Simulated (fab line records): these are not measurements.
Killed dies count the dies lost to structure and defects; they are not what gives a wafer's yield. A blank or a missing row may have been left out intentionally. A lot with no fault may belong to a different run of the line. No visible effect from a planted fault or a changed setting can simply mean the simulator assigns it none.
fab line records	flow n5-finfet
[record] lots = 10	wafers = 30	last-day = 18
route steps=1938 shown BEOL_M1@826 BEOL_M2@841 BEOL_M4@1111 PASSIVATION@1936
lots that met no fault: from a run of the same line without faults
start-h: hours from the record's first day to the start of the lot's first wafer shown	wait-h: hours since the lot's step before	" repeats the value in the row above	L1.1+2: several wafers, shown together as one row	- either no value or no given start	* or withheld: withheld	< > ~ a bound
route shown NAME@n: names a module that has steps shown in the file, with the first one's number in the route	usual: the fault-free wafers' mean and standard deviation	same: alike in all rows	chamber/n: place in a boat	sites: the reading at each site	_std_site: how widely they spread, as a standard deviation	_edge_site: the outer-site mean with the inner-site mean subtracted	radius-mm: how far each site lies from the wafer's centre	mask NAME#n: copy n	behind: the tool/chamber that last shaped the wafer	hold: reason for holding the lot/hours on hold/outcome of the hold	device: the transistor (n, p or np) that didn't switch	end of line: the route-end tests of the same wafers	step lacking rows: just its recipe	killed: count of dies lost to structure and defects at first sort (not the wafer's yield)	map: a wafer's dies, marking killed ones x, the rest . and places with no die _
set.NAME: the setting the step ran with; set.NAME@STEP: the setting that earlier step ran with	model.NAME: the simulator's own value behind a step, which no gauge read
steps of the route over a sample of lots; a table a step, a row a wafer
services: when a tool's chamber went out of use (start-h, in hours from the record's first day, below 0 if earlier), for how many hours, and the reason
[[steps]]
[step N5_BEOL_M1_SPUTTER_92]
[recipe] material = Cu	target-thk-a = 45	temp-c = -20	chamber-pressure-pa = 0.07	power-w = withheld	time-s = 8.29
[usual] chuck-gas-flow-sccm = 1.26/0.051	throttle-valve-pct = 30.1/0.98
lot.wafer	tool	chamber	start-h	wait-h	chuck-gas-flow-sccm	throttle-valve-pct
L612.1	pvd-sputter-01	-	150.27	0.1	1.18	29.8
L612.2	"	-	"	"	1.25	29.5
L612.6	"	-	"	"	1.35	31.3
L615.3	pvd-sputter-01	-	160.61	0.1	1.21	29.7
L615.5	"	-	"	"	1.31	31.1
L615.6	"	-	"	"	1.30	29.6
L616.2	pvd-sputter-02	-	168.70	0.1	1.12	31.1
L616.3	"	-	"	"	1.31	28.6
L616.4	"	-	"	"	1.28	30.1
L620.3	pvd-sputter-01	-	189.31	0.1	1.23	28.7
L620.5	"	-	"	"	1.25	29.7
L620.6	"	-	"	"	1.19	29.0
L621.3	pvd-sputter-02	-	212.22	0.1	1.30	29.8
L621.4	"	-	"	"	1.20	31.0
L621.5	"	-	"	"	1.29	31.3
L624.2	pvd-sputter-01	-	215.55	0.1	1.24	28.8
L624.3	"	-	"	"	1.24	29.6
L624.6	"	-	"	"	1.16	29.8
L626.1	pvd-sputter-03	-	229.10	0.1	1.28	32.2
L626.3	"	-	"	"	1.27	29.1
L626.4	"	-	"	"	1.23	29.6
L628.2	pvd-sputter-01	-	236.98	0.1	1.24	29.9
L628.5	"	-	"	"	1.17	29.7
L628.6	"	-	"	"	1.23	28.4
L627.3	pvd-sputter-01	-	240.00	0.1	1.26	29.6
L627.4	"	-	"	"	1.30	31.0
L627.6	"	-	"	"	1.21	28.9
L629.1	pvd-sputter-02	-	245.95	0.1	1.25	28.8
L629.2	"	-	"	"	1.29	29.5
L629.3	"	-	"	"	1.26	31.7
[step N5_BEOL_M1_SPUTTER_94]
[recipe] material = Cu	target-thk-a = 45	temp-c = -20	chamber-pressure-pa = 0.07	power-w = withheld	time-s = 8.29
[usual] chuck-gas-flow-sccm = 1.25/0.056	throttle-valve-pct = 30.1/0.98
lot.wafer	tool	chamber	start-h	wait-h	chuck-gas-flow-sccm	throttle-valve-pct
L612.1	pvd-sputter-01	-	150.49	0.1	1.31	29.8
L612.2	"	-	"	"	1.22	29.6
L612.6	"	-	"	"	1.36	31.2
L615.3	pvd-sputter-01	-	160.83	0.1	1.29	29.8
L615.5	"	-	"	"	1.25	31.3
L615.6	"	-	"	"	1.17	29.6
L616.2	pvd-sputter-02	-	168.92	0.1	1.21	31.4
L616.3	"	-	"	"	1.24	29.0
L616.4	"	-	"	"	1.29	30.1
L620.3	pvd-sputter-01	-	189.53	0.1	1.21	28.8
L620.5	"	-	"	"	1.28	29.7
L620.6	"	-	"	"	1.19	28.7
L621.3	pvd-sputter-02	-	212.44	0.1	1.23	29.9
L621.4	"	-	"	"	1.27	31.3
L621.5	"	-	"	"	1.28	31.4
L624.2	pvd-sputter-01	-	215.77	0.1	1.28	28.6
L624.3	"	-	"	"	1.25	29.6
L624.6	"	-	"	"	1.32	29.4
L626.1	pvd-sputter-03	-	229.32	0.1	1.20	31.7
L626.3	"	-	"	"	1.29	29.2
L626.4	"	-	"	"	1.21	29.7
L628.2	pvd-sputter-01	-	237.20	0.1	1.20	30.0
L628.5	"	-	"	"	1.23	29.6
L628.6	"	-	"	"	1.26	29.1
L627.3	pvd-sputter-01	-	240.22	0.1	1.22	29.4
L627.4	"	-	"	"	1.22	31.1
L627.6	"	-	"	"	1.23	29.0
L629.1	pvd-sputter-02	-	246.17	0.1	1.21	28.8
L629.2	"	-	"	"	1.35	29.7
L629.3	"	-	"	"	1.21	31.1
[step N5_BEOL_M2_ILD_DEP_00]
[recipe] material = SiOC	target-thk-a = 790	temp-c = 350	precursor = DEMS/O2	pressure-torr = 5	rf-w = 500	time-s = 15.3
[usual] heater-power-w = 480/65	showerhead-plenum-p-Torr = 5.692/0.014	showerhead-vpp-V = 1399/59	throttle-valve-pct = 12.1/1
lot.wafer	tool	chamber	start-h	wait-h	heater-power-w	showerhead-plenum-p-Torr	showerhead-vpp-V	throttle-valve-pct
L612.1	pecvd-03	1	152.15	0.0	423	5.710	1415	13.5
L612.2	"	0	"	"	594	5.670	1520	12.3
L612.6	"	2	"	"	442	5.704	1303	10.5
L615.3	pecvd-01	2	162.16	0.0	440	5.689	1405	12.1
L615.5	"	1	"	"	441	5.694	1432	11.9
L615.6	"	2	"	"	447	5.691	1384	12.1
L616.2	pecvd-03	0	170.30	0.0	582	5.668	1510	12.2
L616.3	"	2	"	"	431	5.703	1313	10.6
L616.4	"	0	"	"	588	5.690	1510	12.3
L616.2	pecvd-03	0	170.54	0.2	585	5.666	1463	12.4
L616.3	"	2	"	"	448	5.694	1301	10.1
L616.4	"	0	"	"	579	5.685	1479	12.5
L620.3	pecvd-03	1	191.15	0.0	443	5.726	1405	13.3
L620.5	"	2	"	"	487	5.698	1314	10.2
L620.6	"	1	"	"	459	5.716	1400	13.4
L621.3	pecvd-03	0	213.77	0.0	571	5.676	1498	12.4
L621.4	"	0	"	"	603	5.697	1506	12.6
L621.5	"	1	"	"	370	5.711	1427	13.2
L621.3	pecvd-03	0	214.00	0.2	591	5.679	1485	12.3
L621.4	"	0	"	"	586	5.672	1471	12.1
L621.5	"	1	"	"	369	5.697	1407	13.2
L624.2	pecvd-02	0	217.10	0.0	504	5.674	1402	11.1
L624.3	"	1	"	"	389	5.705	1392	12.9
L624.6	"	1	"	"	393	5.683	1390	13.0
L624.2	pecvd-02	0	217.48	0.4	498	5.659	1403	11.1
L624.3	"	1	"	"	396	5.686	1375	12.7
L624.6	"	1	"	"	397	5.706	1421	12.8
L626.1	pecvd-03	0	230.83	0.0	581	5.690	1508	12.5
L626.3	"	1	"	"	459	5.700	1422	12.9
L626.4	"	2	"	"	473	5.697	1328	10.5
L628.2	pecvd-03	1	238.91	0.0	427	5.702	1384	13.6
L628.5	"	2	"	"	489	5.702	1296	10.4
L628.6	"	0	"	"	613	5.667	1469	12.7
L627.3	pecvd-03	2	241.55	0.0	478	5.679	1302	10.4
L627.4	"	1	"	"	382	5.699	1393	13.4
L627.6	"	2	"	"	472	5.701	1328	10.5
L629.1	pecvd-02	1	247.50	0.0	443	5.679	1378	12.8
L629.2	"	2	"	"	481	5.697	1346	11.3
L629.3	"	0	"	"	509	5.666	1415	11.0
[step N5_BEOL_M2_THK_MEAS_01]
[recipe] reads = SiOC_of_BEOL_M2_ILD_DEP_00
[usual] M2_ILD_THK = 78.8/1.1
lot.wafer	tool	chamber	start-h	wait-h	M2_ILD_THK[nm]
L612.1	film-metro-01	-	152.21	0.0	77.3
L612.2	"	-	"	"	77.6
L612.6	"	-	"	"	78.8
L615.3	film-metro-02	-	162.23	0.1	77.5
L615.5	"	-	"	"	79.5
L615.6	"	-	"	"	78.4
L616.2	film-metro-01	-	170.61	0.1	155.7
L616.3	"	-	"	"	155.2
L616.4	"	-	"	"	158.1
L620.3	film-metro-01	-	191.22	0.1	78.3
L620.5	"	-	"	"	79.1
L620.6	"	-	"	"	78.3
L621.3	film-metro-02	-	214.08	0.1	155.1
L621.4	"	-	"	"	157.9
L621.5	"	-	"	"	158.5
L624.2	film-metro-01	-	217.57	0.1	157.0
L624.3	"	-	"	"	157.8
L624.6	"	-	"	"	157.9
L626.1	film-metro-02	-	230.90	0.0	77.6
L626.3	"	-	"	"	76.6
L626.4	"	-	"	"	77.5
L628.2	film-metro-01	-	238.98	0.1	77.1
L628.5	"	-	"	"	78.6
L628.6	"	-	"	"	79.1
L627.3	film-metro-01	-	241.62	0.1	77.7
L627.4	"	-	"	"	80.3
L627.6	"	-	"	"	78.3
L629.1	film-metro-01	-	247.57	0.0	77.5
L629.2	"	-	"	"	78.5
L629.3	"	-	"	"	79.2
[step N5_BEOL_M2_PECVD_72]
[recipe] material = SiO2	target-thk-a = 160	temp-c = 400	precursor = TEOS/O2	pressure-torr = 5.5	rf-w = 450	teos-flow-sccm = 53.8	gas = O2	flow-sccm = 3000	time-s = 18
[usual] heater-power-w = 700/70	showerhead-plenum-p-Torr = 8.77/0.055	showerhead-vpp-V = 1327/43	throttle-valve-pct = 22.9/1.6
lot.wafer	tool	chamber	start-h	wait-h	heater-power-w	showerhead-plenum-p-Torr	showerhead-vpp-V	throttle-valve-pct
L612.1	pecvd-01	2	152.25	0.0	694	8.81	1325	22.6
L612.2	"	1	"	"	776	8.81	1370	22.8
L612.6	"	0	"	"	731	8.71	1314	25.0
L615.3	pecvd-02	2	162.27	0.0	632	8.79	1273	22.9
L615.5	"	1	"	"	705	8.77	1329	24.1
L615.6	"	2	"	"	637	8.79	1262	22.9
L616.2	pecvd-01	2	170.64	0.0	657	8.78	1328	22.8
L616.3	"	0	"	"	759	8.70	1306	25.1
L616.4	"	0	"	"	767	8.73	1308	25.1
L620.3	pecvd-01	0	191.26	0.0	710	8.72	1293	25.1
L620.5	"	0	"	"	716	8.71	1298	25.2
L620.6	"	1	"	"	772	8.85	1360	22.9
L621.3	pecvd-03	1	214.12	0.0	674	8.82	1312	24.8
L621.4	"	0	"	"	859	8.77	1400	23.4
L621.5	"	1	"	"	651	8.82	1330	24.7
L624.2	pecvd-02	0	217.60	0.0	754	8.68	1314	20.8
L624.3	"	0	"	"	740	8.67	1321	20.6
L624.6	"	0	"	"	750	8.67	1327	20.9
L626.1	pecvd-01	2	230.93	0.0	642	8.81	1333	23.1
L626.3	"	0	"	"	710	8.71	1283	25.1
L626.4	"	2	"	"	634	8.79	1321	22.7
L628.2	pecvd-01	1	239.01	0.0	750	8.82	1373	22.6
L628.5	"	2	"	"	602	8.81	1312	23.1
L628.6	"	1	"	"	778	8.84	1345	22.7
L627.3	pecvd-01	1	241.65	0.0	700	8.81	1355	22.7
L627.4	"	1	"	"	683	8.82	1370	22.7
L627.6	"	0	"	"	772	8.73	1304	25.0
L629.1	pecvd-01	0	247.60	0.0	739	8.74	1317	25.2
L629.2	"	1	"	"	704	8.82	1363	22.7
L629.3	"	2	"	"	691	8.82	1297	23.0
[step N5_BEOL_M4_RC_MEAS_101]
[usual] DIBL_N = 36.1/1.9	DIBL_P = 36.4/2.5	IOFF_N = 0.16/0.036	IOFF_P = 0.22/0.038	ION_N = 672/11	ION_P = 462/8	SS_N = 71.6/0.68	SS_P = 73.3/0.77	VT_N = 250/3.3	VT_P = -250/3.6
lot.wafer	tool	chamber	start-h	wait-h	DIBL_N[mV/V]	DIBL_P[mV/V]	IOFF_N[nA/um]	IOFF_P[nA/um]	ION_N[uA/um]	ION_P[uA/um]	SS_N[mV/dec]	SS_P[mV/dec]	VT_N[mV]	VT_P[mV]
L612.1	prober-02	0	198.57	0.0	35.8	34.5	0.14	0.20	664	457	70.9	72.5	252	-250
L612.2	"	0	"	"	37.0	37.0	0.16	0.23	664	454	72.2	74.0	251	-248
L612.6	"	0	"	"	36.3	37.3	0.16	0.24	679	465	71.7	73.3	249	-247
L615.3	prober-02	0	204.92	0.3	34.8	34.7	0.15	0.18	665	457	71.2	73.2	251	-251
L615.5	"	0	"	"	36.2	36.6	0.16	0.20	653	450	71.5	73.5	250	-252
L615.6	"	0	"	"	38.0	39.7	0.21	0.25	689	469	72.2	73.8	245	-249
L620.3	prober-01	0	234.90	0.3	38.3	37.8	0.18	0.20	662	444	72.8	74.3	252	-257
L620.5	"	0	"	"	37.5	37.4	0.17	0.20	677	458	71.7	73.9	250	-255
L620.6	"	0	"	"	37.4	37.0	0.17	0.19	661	447	72.4	73.7	252	-257
L626.1	prober-02	0	289.52	0.0	33.1	33.5	0.11	0.17	656	454	71.2	73.2	253	-254
L626.3	"	0	"	"	34.7	34.3	0.13	0.18	653	446	72.0	73.1	254	-254
L626.4	"	0	"	"	35.3	36.8	0.16	0.21	683	461	71.8	73.9	249	-253
L628.2	prober-02	0	297.45	0.2	36.7	35.7	0.17	0.22	687	465	71.8	73.0	246	-250
L628.5	"	0	"	"	37.1	36.9	0.18	0.24	686	468	71.6	73.6	248	-247
L628.6	"	0	"	"	34.6	33.0	0.13	0.17	673	466	70.9	72.4	249	-253
L627.3	prober-02	0	307.62	0.3	36.5	35.0	0.16	0.22	678	466	71.7	72.2	249	-248
L627.4	"	0	"	"	36.6	35.6	0.16	0.22	685	472	71.8	73.8	250	-249
L627.6	"	0	"	"	37.9	36.2	0.18	0.23	677	468	72.0	72.8	250	-248
L629.1	prober-02	0	309.15	0.0	36.5	37.3	0.16	0.22	675	468	71.6	73.4	249	-249
L629.2	"	0	"	"	37.7	37.8	0.18	0.22	683	462	71.6	74.1	251	-251
L629.3	"	0	"	"	34.7	34.8	0.13	0.18	659	456	71.2	73.0	251	-254
[step N5_PASSIVATION_PROBE_49]
[usual] defect-limited-yield = 91.2/1.4	killed_at_M0_to_M3 = 34/11	killed_at_M4_up = 14/6.3	killed-at-contacts = 13/7.4	killed-at-front-end = 38/11	killed-at-other = 4.3/2.9	killed-dies = 103/17	killed-on-rim = 14/4.1	killed-open = 68/12	killed-short = 34/8	sort_bin_5_function = 5.1/0.9	sort_bin_6_memory = 3.3/0.66	sort-n-pass = 1077/17	sort-yield-pct = 91.2/1.4
[same] gross-dies = 1180	killed-at-back-side = 0	sort_bin_4_leakage[%] = 0	sort_bin_8_speed[%] = 0
lot.wafer	tool	chamber	start-h	wait-h	defect-limited-yield[%]	killed_at_M0_to_M3	killed_at_M4_up	killed-at-contacts	killed-at-front-end	killed-at-other	killed-dies	killed-on-rim	killed-open	killed-short	sort_bin_5_function[%]	sort_bin_6_memory[%]	sort-n-pass	sort-yield-pct[%]
L612.1	prober-02	-	310.35	0.0	90.3	31	17	25	41	1	115	13	76	35	6.1	3.4	1065	90.3
L612.2	prober-02	-	310.40	0.1	90.3	29	13	19	52	2	115	14	77	37	5.8	3.6	1065	90.3
L612.6	prober-02	-	310.60	0.3	91.0	28	12	16	44	6	106	13	72	32	5.3	3.6	1074	91.0
L615.3	prober-01	-	313.36	0.1	92.1	27	10	20	33	3	93	12	70	22	4.9	2.9	1087	92.1
L615.5	prober-01	-	313.46	0.2	92.2	24	9	21	37	1	92	14	59	33	4.7	2.7	1088	92.2
L615.6	prober-01	-	313.51	0.3	92.1	7	9	22	51	4	93	14	50	39	3.9	3.3	1087	92.1
L616.2	prober-01	-	328.24	0.1	0	1081	16	40	32	11	1180	152	83	36	95.8	3.9	0	0
L616.3	prober-01	-	328.29	0.1	0	1088	11	22	57	2	1180	152	72	35	96.4	3.4	0	0
L616.4	prober-01	-	328.34	0.2	0	1102	11	25	38	4	1180	152	69	28	96.0	3.8	0	0
L620.3	prober-01	-	337.83	0.1	91.0	33	19	9	44	1	106	11	69	33	4.7	4.2	1074	91.0
L620.5	prober-01	-	337.93	0.2	93.1	37	8	5	27	4	81	9	57	24	4.4	2.5	1099	93.1
L620.6	prober-01	-	337.98	0.3	90.7	44	13	11	32	10	110	25	73	37	5.8	3.1	1070	90.7
L621.3	prober-01	-	384.41	0.1	0	1116	19	19	23	3	1180	152	72	42	95.3	4.6	0	0
L621.4	prober-01	-	384.46	0.2	0	1107	11	22	25	15	1180	152	66	30	96.7	3.0	0	0
L621.5	prober-01	-	384.51	0.2	0	1116	7	17	32	8	1180	152	72	35	95.8	4.0	0	0
L626.1	prober-02	-	392.85	0.0	93.1	32	16	8	23	3	82	13	56	26	4.4	2.5	1098	93.1
L626.3	prober-02	-	392.95	0.1	91.1	47	10	2	43	3	105	17	72	33	5.1	3.1	1075	91.1
L626.4	prober-02	-	393.00	0.2	89.1	39	10	8	70	2	129	10	70	58	6.5	3.7	1051	89.1
L624.2	prober-01	-	398.28	0.1	0	1104	17	29	28	2	1180	152	86	32	95.2	4.5	0	0
L624.3	prober-01	-	398.33	0.1	0	1118	5	35	19	3	1180	152	72	31	96.7	3.1	0	0
L624.6	prober-01	-	398.48	0.3	0	1115	22	21	19	3	1180	152	86	24	96.8	2.9	0	0
L627.3	prober-01	-	414.20	0.1	91.5	30	10	7	50	3	100	9	75	25	5.0	3.1	1080	91.5
L627.4	prober-01	-	414.25	0.2	93.3	25	16	4	32	2	79	6	52	27	4.7	1.8	1101	93.3
L627.6	prober-01	-	414.35	0.3	92.1	31	9	8	43	2	93	12	67	25	3.9	3.7	1087	92.1
L628.2	prober-01	-	415.57	0.1	90.8	43	13	10	36	6	108	13	68	36	4.8	4.2	1072	90.8
L628.5	prober-01	-	415.72	0.2	90.1	42	11	14	49	1	117	22	77	39	5.8	3.7	1063	90.1
L628.6	prober-01	-	415.77	0.3	90.1	47	11	9	46	4	117	14	71	42	5.6	3.8	1063	90.1
// killed by level:class
L612.1 MOL_CONTACT_COAG:geometric-particle:open=21 FIN_SAQP:geometric-particle:short=11 BEOL_M0_SAQP:geometric-particle:open=11 STI_FIN_REVEAL:geometric-particle:open=9 FIN_SAQP:geometric-particle:open=6 BEOL_M0_SAQP:geometric-particle:short=6 BEOL_M0:geometric-particle:open=5 GATE_CUT:geometric-particle:short=4
L612.2 MOL_CONTACT_COAG:geometric-particle:open=16 STI_FIN_REVEAL:geometric-particle:open=14 FIN_SAQP:geometric-particle:short=10 FIN_SAQP:geometric-particle:open=9 BEOL_M1:geometric-particle:open=9 BEOL_M0:geometric-particle:open=6 BEOL_M4:geometric-particle:open=6 BEOL_M0_SAQP:geometric-particle:open=5
L612.6 MOL_CONTACT_COAG:geometric-particle:open=13 STI_FIN_REVEAL:geometric-particle:open=9 BEOL_M0_SAQP:geometric-particle:open=9 FIN_SAQP:geometric-particle:open=8 BEOL_M0_SAQP:geometric-particle:short=8 FIN_SAQP:geometric-particle:short=7 GATE_CUT:geometric-particle:open=5 BEOL_M1:geometric-particle:open=5
L615.3 MOL_CONTACT_COAG:geometric-particle:open=18 FIN_SAQP:geometric-particle:open=11 BEOL_M2:geometric-particle:open=8 BEOL_M1:geometric-particle:open=7 BEOL_M4:geometric-particle:open=5 STARTING-WAFER:geometric-particle:short=5 BEOL_M0:geometric-particle:short=3 BEOL_M3:geometric-particle:open=3
L615.5 MOL_CONTACT_COAG:geometric-particle:open=15 FIN_SAQP:geometric-particle:short=11 FIN_SAQP:geometric-particle:open=10 MOL_CONTACT_COAG:geometric-particle:short=6 BEOL_M2:geometric-particle:open=5 STARTING-WAFER:geometric-particle:open=5 STI_FIN_REVEAL:geometric-particle:open=4 BEOL_M0_SAQP:geometric-particle:short=4
L615.6 FIN_SAQP:geometric-particle:short=17 MOL_CONTACT_COAG:geometric-particle:open=16 FIN_SAQP:geometric-particle:open=15 MOL_CONTACT_COAG:geometric-particle:short=6 STI_FIN_REVEAL:geometric-particle:open=4 HKMG_FIN:area-etch=3 DUMMY_GATE:geometric-particle:open=2 ILD0:geometric-particle:short=2
L616.2 BEOL_M2:area-dep=1061 MOL_CONTACT_COAG:geometric-particle:open=35 BEOL_M4:geometric-particle:open=7 GATE_CUT:geometric-particle:short=6 BEOL_M0_SAQP:geometric-particle:short=6 PASS1_CAP:geometric-particle:open=5 STI_FIN_REVEAL:geometric-particle:open=5 DUMMY_GATE:geometric-particle:open=5
L616.3 BEOL_M2:area-dep=1073 MOL_CONTACT_COAG:geometric-particle:open=17 FIN_SAQP:geometric-particle:open=13 FIN_SAQP:geometric-particle:short=12 STI_FIN_REVEAL:geometric-particle:open=8 MOL_CONTACT_COAG:geometric-particle:short=5 BEOL_M2:geometric-particle:open=5 SPACER0:geometric-particle:open=4
L616.4 BEOL_M2:area-dep=1083 MOL_CONTACT_COAG:geometric-particle:open=22 STI_FIN_REVEAL:geometric-particle:open=9 GATE_CUT:geometric-particle:short=7 FIN_SAQP:geometric-particle:open=5 BEOL_M2:geometric-particle:open=4 BEOL_M3:geometric-particle:open=4 BEOL_M5:geometric-particle:open=4
L620.3 STI_FIN_REVEAL:geometric-particle:open=13 BEOL_M4:geometric-particle:open=10 MOL_CONTACT_COAG:geometric-particle:open=7 FIN_SAQP:geometric-particle:short=6 BEOL_M1:geometric-particle:open=6 BEOL_M0_SAQP:geometric-particle:short=6 BEOL_M3:geometric-particle:open=6 FIN_SAQP:geometric-particle:open=5
L620.5 BEOL_M0_SAQP:geometric-particle:open=11 BEOL_M3:geometric-particle:open=10 FIN_SAQP:geometric-particle:open=8 BEOL_M0_SAQP:geometric-particle:short=8 BEOL_M1:geometric-particle:open=5 DUMMY_GATE:geometric-particle:open=4 MOL_CONTACT_COAG:geometric-particle:open=4 GATE_CUT:geometric-particle:open=3
L620.6 BEOL_M0_SAQP:geometric-particle:open=20 BEOL_M0_SAQP:geometric-particle:short=14 MOL_CONTACT_COAG:geometric-particle:open=10 GATE_CUT:geometric-particle:short=8 STI_FIN_REVEAL:geometric-particle:open=7 FIN_SAQP:geometric-particle:open=4 BEOL_M4:geometric-particle:open=4 DUMMY_GATE:geometric-particle:open=3
L621.3 BEOL_M2:area-dep=1060 MOL_CONTACT_COAG:geometric-particle:open=16 BEOL_M0_SAQP:geometric-particle:open=15 BEOL_M0_SAQP:geometric-particle:short=12 BEOL_M1:geometric-particle:open=7 BEOL_M3:geometric-particle:open=7 BEOL_M3:geometric-particle:short=6 BEOL_M4:geometric-particle:open=6
L621.4 BEOL_M2:area-dep=1078 MOL_CONTACT_COAG:geometric-particle:open=20 BEOL_M1:geometric-particle:open=7 BEOL_M0_SAQP:geometric-particle:short=6 BEOL_M0_SAQP:geometric-particle:open=6 PASS1_CAP:geometric-particle:open=6 FIN_SAQP:geometric-particle:short=5 FIN_SAQP:geometric-particle:open=4
L621.5 BEOL_M2:area-dep=1071 FIN_SAQP:geometric-particle:open=15 MOL_CONTACT_COAG:geometric-particle:open=13 BEOL_M1:geometric-particle:open=11 BEOL_M1:geometric-particle:short=7 BEOL_M0_SAQP:geometric-particle:open=6 BEOL_M2:geometric-particle:open=6 FIN_SAQP:geometric-particle:short=5
L626.1 BEOL_M0_SAQP:geometric-particle:short=8 BEOL_M4:geometric-particle:open=8 MOL_CONTACT_COAG:geometric-particle:open=7 BEOL_M0_SAQP:geometric-particle:open=6 BEOL_M2:geometric-particle:open=6 FIN_SAQP:geometric-particle:open=5 FIN_SAQP:geometric-particle:short=5 GATE_CUT:geometric-particle:open=5
L626.3 FIN_SAQP:geometric-particle:open=18 FIN_SAQP:geometric-particle:short=10 BEOL_M0_SAQP:geometric-particle:open=10 BEOL_M2:geometric-particle:open=10 BEOL_M0_SAQP:geometric-particle:short=8 BEOL_M3:geometric-particle:open=7 BEOL_M1:geometric-particle:open=5 STARTING-WAFER:geometric-particle:short=3
L626.4 FIN_SAQP:geometric-particle:short=26 FIN_SAQP:geometric-particle:open=20 BEOL_M0_SAQP:geometric-particle:open=16 BEOL_M0_SAQP:geometric-particle:short=12 MOL_CONTACT_COAG:geometric-particle:open=6 GATE_CUT:geometric-particle:short=5 BEOL_M1:geometric-particle:open=4 DUMMY_GATE:geometric-particle:short=3
L624.2 BEOL_M2:area-dep=1062 MOL_CONTACT_COAG:geometric-particle:open=25 BEOL_M0_SAQP:geometric-particle:open=11 FIN_SAQP:geometric-particle:open=8 BEOL_M3:geometric-particle:open=8 BEOL_M4:geometric-particle:open=8 BEOL_M0_SAQP:geometric-particle:short=7 BEOL_M2:geometric-particle:open=5
L624.3 BEOL_M2:area-dep=1077 MOL_CONTACT_COAG:geometric-particle:open=27 BEOL_M0_SAQP:geometric-particle:open=11 BEOL_M3:geometric-particle:open=11 MOL_CONTACT_COAG:geometric-particle:short=8 GATE_CUT:geometric-particle:short=7 BEOL_M2:geometric-particle:open=6 BEOL_M0_SAQP:geometric-particle:short=5
L624.6 BEOL_M2:area-dep=1070 MOL_CONTACT_COAG:geometric-particle:open=16 BEOL_M3:geometric-particle:open=13 BEOL_M4:geometric-particle:open=12 BEOL_M2:geometric-particle:open=12 BEOL_M0_SAQP:geometric-particle:open=7 MOL_CONTACT_COAG:geometric-particle:short=5 BEOL_M0_SAQP:geometric-particle:short=5
L627.3 STI_FIN_REVEAL:geometric-particle:open=22 BEOL_M0_SAQP:geometric-particle:open=10 BEOL_M1:geometric-particle:open=8 FIN_SAQP:geometric-particle:open=7 MOL_CONTACT_COAG:geometric-particle:open=6 DUMMY_GATE:geometric-particle:open=4 STI_FIN_REVEAL:geometric-particle:short=3 GATE_CUT:geometric-particle:short=3
L627.4 FIN_SAQP:geometric-particle:open=8 BEOL_M3:geometric-particle:open=8 FIN_SAQP:geometric-particle:short=6 BEOL_M2:geometric-particle:open=6 DUMMY_GATE:geometric-particle:open=5 BEOL_M4:geometric-particle:open=5 MOL_CONTACT_COAG:geometric-particle:open=4 BEOL_M4:geometric-particle:short=3
L627.6 FIN_SAQP:geometric-particle:open=10 DUMMY_GATE:geometric-particle:open=8 BEOL_M3:geometric-particle:open=8 BEOL_M1:geometric-particle:open=7 STARTING-WAFER:geometric-particle:open=6 MOL_CONTACT_COAG:geometric-particle:open=5 BEOL_M0_SAQP:geometric-particle:short=5 GATE_CUT:geometric-particle:short=4
L628.2 BEOL_M1:geometric-particle:open=10 BEOL_M0_SAQP:geometric-particle:open=8 FIN_SAQP:geometric-particle:short=7 FIN_SAQP:geometric-particle:open=7 BEOL_M0_SAQP:geometric-particle:short=7 BEOL_M2:geometric-particle:open=7 DUMMY_GATE:geometric-particle:open=6 BEOL_M3:geometric-particle:open=6
L628.5 BEOL_M0_SAQP:geometric-particle:open=14 STI_FIN_REVEAL:geometric-particle:open=12 BEOL_M0_SAQP:geometric-particle:short=10 BEOL_M1:geometric-particle:open=10 FIN_SAQP:geometric-particle:open=9 MOL_CONTACT_COAG:geometric-particle:open=8 FIN_SAQP:geometric-particle:short=6 MOL_CONTACT_COAG:geometric-particle:short=6
L628.6 FIN_SAQP:geometric-particle:open=12 BEOL_M0_SAQP:geometric-particle:short=11 FIN_SAQP:geometric-particle:short=10 BEOL_M0_SAQP:geometric-particle:open=10 BEOL_M2:geometric-particle:open=10 MOL_CONTACT_COAG:geometric-particle:open=6 BEOL_M1:geometric-particle:open=6 STI_FIN_REVEAL:geometric-particle:open=5
[[services]]
tool	chamber	start-h	hours	kind
pecvd-03	-	135.86	14.6	pm
pecvd-02	-	136.68	1.4	repair
pecvd-01	-	173.70	2.5	repair
pecvd-02	1	182.89	5.5	scheduled-down
pecvd-02	2	202.38	-	clean
pecvd-02	2	202.38	-	consumable-replace:showerhead
pecvd-02	2	202.38	29.0	scheduled-down
pecvd-02	2	202.38	29.0	vent-cycle
pecvd-02	-	214.70	1.5	repair
pecvd-01	2	226.64	4.0	repair
pvd-sputter-02	-	227.10	2.2	repair
[[key]]
[first-sign] step = N5_BEOL_M2_ILD_DEP_00	reading = visit	direction = added
[effect] step = N5_BEOL_M2_THK_MEAS_01	reading = M2_ILD_THK	direction = up	sigmas = 74	usual = 78.8	struck = 157.0
[effect] step = N5_PASSIVATION_PROBE_49	reading = sort_bin_5_function	direction = up	sigmas = 99+	usual = 5.1	struck = 96.1
[more-kills-born-at] N5_BEOL_M2_ILD_DEP_00@pecvd-03 = 6427	N5_BEOL_M2_ILD_DEP_00@pecvd-02 = 3209
met-at N5_BEOL_M2_ILD_DEP_00
struck-lots L616,L621,L624
later-rows-left-out L616.2,L616.3,L616.4,L621.3,L621.4,L621.5,L624.2,L624.3,L624.6
not-acting-at N5_BEOL_M1_SPUTTER_92,N5_BEOL_M1_SPUTTER_94,N5_BEOL_M2_PECVD_72
[fault] kind = repeated-step-whole	tool = pecvd-01,pecvd-02,pecvd-03	chamber = -	onset-h = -	steps = N5_BEOL_M2_ILD_DEP_00	times = 1	scope = struck-lots-only
// later-rows-left-out: the simulator's readings of these wafers behind a module that went badly wrong aren't trusted and aren't shown, but for the sort
